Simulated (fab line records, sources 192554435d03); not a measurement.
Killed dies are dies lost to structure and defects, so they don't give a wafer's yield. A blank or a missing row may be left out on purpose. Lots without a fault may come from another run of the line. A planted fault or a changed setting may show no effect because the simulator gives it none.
A struck lot beside a sound one | flow n5_finfet | 41 steps out of a route of 1938
Sound: wafers L267.3, L267.4, L267.6. Struck: wafer L280.6. (L280.3, L280.4 of the same lot were not struck and are left out.) The cause comes at the end.
At each step with rows: each side's tool, then ch and its chambers, then its first start. Under that, the readings that differ: sound wafers | struck wafers | difference of the means | sigmas: that difference in standard deviations of wafers without a fault.
alike: readings whose means differ by less than 2 such deviations, and words and numbers that are the same on both sides. not compared: withheld readings, readings that some wafer has no value for, bounds like >300 that may hide the same value, and numbers for which the record gives no deviation and whose values overlap.
The two part at a step that has a row with sigmas, a row that says differs or no value, or rows on one side only. Numbers that don't overlap but have no deviation are shown without sigmas and don't part them. A reading that every wafer of one side lacks parts them only if that side has two wafers or more.

first, 4 steps without rows for these wafers: N5_BEOL_M4_HM_STRIP_39 (strips TiN in peroxide tin strip, target depth 25 nm, time 158 s); N5_BEOL_M4_SRD_40 (time 30 s); N5_BEOL_M4_PRECLEAN_42 (cleans in residue remover, time 60 s); N5_BEOL_M4_SRD_43 (time 30 s).
N5_BEOL_M4_CD_MEAS_35: target cd 18 nm, target cd y 22.4 nm.
  sound on cd_sem-02, day 8 04:54; struck on cd_sem-01, day 12 17:58
  alike: cd_nm
N5_BEOL_M4_DEGAS_44: time 60 s.
  sound on pvd_sputter-03, day 8 05:03; struck on pvd_sputter-01, day 12 18:02
  alike: heater_power_w
N5_BEOL_M4_PRE_CLEAN_45: time 30 s.
  sound on pvd_sputter-03, day 8 05:05; struck on pvd_sputter-01, day 12 18:05
  alike: heater_power_w
then, 5 steps without rows for these wafers: N5_BEOL_M4_ALD_84 (deposits TaN, pulse time 2 s, purge time 3 s, co reactant purge time 2 s); N5_BEOL_M4_SURFACE_TREAT_85; N5_BEOL_M4_CVD_47 (deposits Co from CCTBA/H2, target thk 3 nm, time 223.8 s); N5_BEOL_M4_SPUTTER_48 (material Cu, target thk 4.5 nm, time 8.29 s); N5_BEOL_M4_ANNEAL_49 (time 240 s).
N5_BEOL_M4_SPUTTER_79: material Cu, target thk 4.5 nm, time 8.29 s.
  sound on pvd_sputter-01, day 8 06:19; struck on pvd_sputter-01, day 12 18:51
  alike: chuck_gas_flow_sccm, throttle_valve_pct
N5_BEOL_M4_ANNEAL_80: time 240 s.
  sound on pvd_sputter-01, day 8 06:24; struck on pvd_sputter-01, day 12 18:56
  alike: heater_power_w
then, 2 steps without rows for these wafers: N5_BEOL_M4_SPUTTER_81 (material Cu, target thk 4.5 nm, time 8.29 s); N5_BEOL_M4_ANNEAL_82 (time 240 s).
N5_BEOL_M4_SPUTTER_86: material Cu, target thk 4.5 nm, time 8.29 s.
  sound on pvd_sputter-01, day 8 06:46; struck on pvd_sputter-01, day 12 19:17
  alike: chuck_gas_flow_sccm, throttle_valve_pct
then, 6 steps without rows for these wafers: N5_BEOL_M4_ANNEAL_87 (time 240 s); N5_BEOL_M4_SPUTTER_88 (material Cu, target thk 4.5 nm, time 8.29 s); N5_BEOL_M4_ANNEAL_89 (time 240 s); N5_BEOL_M4_SPUTTER_90 (material Cu, target thk 4.5 nm, time 8.29 s); N5_BEOL_M4_ANNEAL_91 (time 240 s); N5_BEOL_M4_SPUTTER_92 (material Cu, target thk 4.5 nm, time 8.29 s).
N5_BEOL_M4_ANNEAL_93: time 240 s.
  sound on pvd_sputter-01, day 8 07:30; struck on pvd_sputter-01, day 12 20:02
  alike: heater_power_w
then, 10 steps without rows for these wafers: N5_BEOL_M4_SPUTTER_94 (material Cu, target thk 4.5 nm, time 8.29 s); N5_BEOL_M4_ANNEAL_95 (time 240 s); N5_BEOL_M4_SPUTTER_96 (material Cu, target thk 4.5 nm, time 8.29 s); N5_BEOL_M4_ECD_50 (material Cu, target thk 300 nm); N5_BEOL_M4_ANNEAL_51 (time 90 s); N5_BEOL_M4_CMP_52 (polishes, stops on SiOC, t overpolish 6.8 s, target thk 40 nm); N5_BEOL_M4_PRE_CLEAN_60 (time 15 s); N5_BEOL_M4_CO_CAP_55 (material Co, precursor CCTBA/H2, target thk 2 nm, time 102.1 s); N5_BEOL_M4_PRE_CLEAN_56 (time 15 s); N5_BEOL_M4_DEP_57 (deposits SiCN from 3MS/NH3, target thk 8 nm, time 14 s).
N5_BEOL_M4_RS_MEAS_58: measures by four-point-probe.
  sound on film_metro-01, day 8 12:27; struck on film_metro-01, day 12 21:26
  alike: M4_RS
N5_BEOL_M4_RC_MEAS_101:
  sound on prober-01 ch 0, day 8 12:49; struck on prober-01 ch 0, day 12 21:48
  alike: DIBL_N, DIBL_P, IOFF_N, IOFF_P, ION_N, ION_P, SS_N, SS_P, VT_N, VT_P
then, 2 steps without rows for these wafers: N5_BEOL_M5_ILD_DEP_00 (deposits SiCOH lowk from DEMS/porogen, target thk 140.64 nm, time 25.9 s); N5_BEOL_M5_CURE_79 (cures SiCOH lowk, time 240 s).
N5_BEOL_M5_THK_MEAS_01:
  sound on film_metro-02, day 8 14:02; struck on film_metro-02, day 12 23:31
  alike: M5_ILD_THK
then, 1 step without rows for these wafers: N5_BEOL_M5_PECVD_70 (deposits SiO2 from TEOS/O2, target thk 16 nm, time 18 s).
-- the record jumps here: 4 days lie between the struck wafers' starts before and after (it left off in module BEOL_M5 and takes up again in module PASSIVATION, whose first step shown is number 1936 of the route) --
N5_PASSIVATION_PROBE_49:
  the record has rows for the struck wafers here (prober-02, day 17 11:22) and none for the sound ones

WHERE THEY PART
Only at N5_PASSIVATION_PROBE_49, within this record.

WHY: what the simulator had put in
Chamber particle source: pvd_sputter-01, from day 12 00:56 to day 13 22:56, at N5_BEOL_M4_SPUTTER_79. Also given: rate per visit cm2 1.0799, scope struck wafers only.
